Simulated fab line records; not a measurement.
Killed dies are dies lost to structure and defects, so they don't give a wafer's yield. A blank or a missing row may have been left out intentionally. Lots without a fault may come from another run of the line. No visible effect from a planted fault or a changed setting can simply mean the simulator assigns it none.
Matching of chambers + flow n5Finfet + N5_BEOL_M9_STRIP_19 on rieDiel-03 has 4 sister chambers
The step strips in O2. 14 wafers are shown with their chamber, then 7 later ones without.

## EACH WAFER AND ITS CHAMBER
| wafer  | chamber | throttleValvePct (%) | showerheadPlenumPTorr (Torr) | drypumpMotorCurrentA (A) |
|--------|---------|----------------------|------------------------------|--------------------------|
| L077.4 | 2       | 16.49                | 2.16                         | 5.8                      |
| L077.5 | 0       | 16.38                | 2.06                         | 6.2                      |
| L077.6 | 1       | 16.49                | 2.11                         | 5.1                      |
| L083.2 | 1       | 16.50                | 2.11                         | 5.1                      |
| L083.3 | 2       | 16.48                | 2.16                         | 5.8                      |
| L083.6 | 2       | 16.51                | 2.16                         | 5.8                      |
| L089.3 | 0       | 16.40                | 2.05                         | 6.3                      |
| L089.4 | 1       | 16.50                | 2.11                         | 5.1                      |
| L089.5 | 2       | 16.49                | 2.15                         | 5.7                      |
| L087.2 | 0       | 16.41                | 2.05                         | 6.3                      |
| L087.4 | 1       | 16.52                | 2.11                         | 5.1                      |
| L087.5 | 1       | 16.50                | 2.11                         | 5.1                      |
| L091.1 | 3       | 16.96                | 2.07                         | 5.4                      |
| L091.3 | 0       | 16.40                | 2.05                         | 6.2                      |

SIGNATURES (means of the wafers above)
| reading               | chamber 0 | chamber 1 | chamber 2 | chamber 3 | scatter within a chamber |
|-----------------------|-----------|-----------|-----------|-----------|--------------------------|
| throttleValvePct      | 16.3975   | 16.5020   | 16.4925   | 16.9600   | 0.012                    |
| showerheadPlenumPTorr | 2.0525    | 2.1100    | 2.1575    | 2.0700    | 0.00387                  |
| drypumpMotorCurrentA  | 6.250     | 5.100     | 5.775     | 5.400     | 0.0418                   |
Rule: for a wafer and a chamber, the distance is found by dividing, reading by reading, the gap between the wafer's reading and the chamber's mean by the reading's scatter, squaring, summing and taking the root. If the next closest chamber is less than 2 further off than the closest, the wafer can't be placed; otherwise it belongs to the closest. How the scatter is found: for the shown wafers, subtract from each reading the mean of its chamber, square and add these, divide the total by (wafers less chambers), then take the root.

## WAFERS MISSING THEIR CHAMBER
| wafer  | throttleValvePct (%) | showerheadPlenumPTorr (Torr) | drypumpMotorCurrentA (A) |
|--------|----------------------|------------------------------|--------------------------|
| L091.6 | 16.42                | 2.05                         | 6.2                      |
| L095.1 | 16.98                | 2.07                         | 5.4                      |
| L095.2 | 16.54                | 2.10                         | 5.1                      |
| L095.3 | 16.53                | 2.15                         | 5.7                      |
| L095.4 | 16.41                | 2.05                         | 6.2                      |
| L095.5 | 16.54                | 2.10                         | 5.1                      |
| L095.6 | 16.54                | 2.15                         | 5.8                      |

## WHICH CHAMBER EACH ONE RAN IN
| wafer  | from the rows above | in truth |
|--------|---------------------|----------|
| L091.6 | 0                   | 0        |
| L095.1 | 3                   | 3        |
| L095.2 | 1                   | 1        |
| L095.3 | 2                   | 2        |
| L095.4 | 0                   | 0        |
| L095.5 | 1                   | 1        |
| L095.6 | 2                   | 2        |
7 of 7 placed correctly. From these rows, 0 cannot be placed. Placed wrongly: 0.
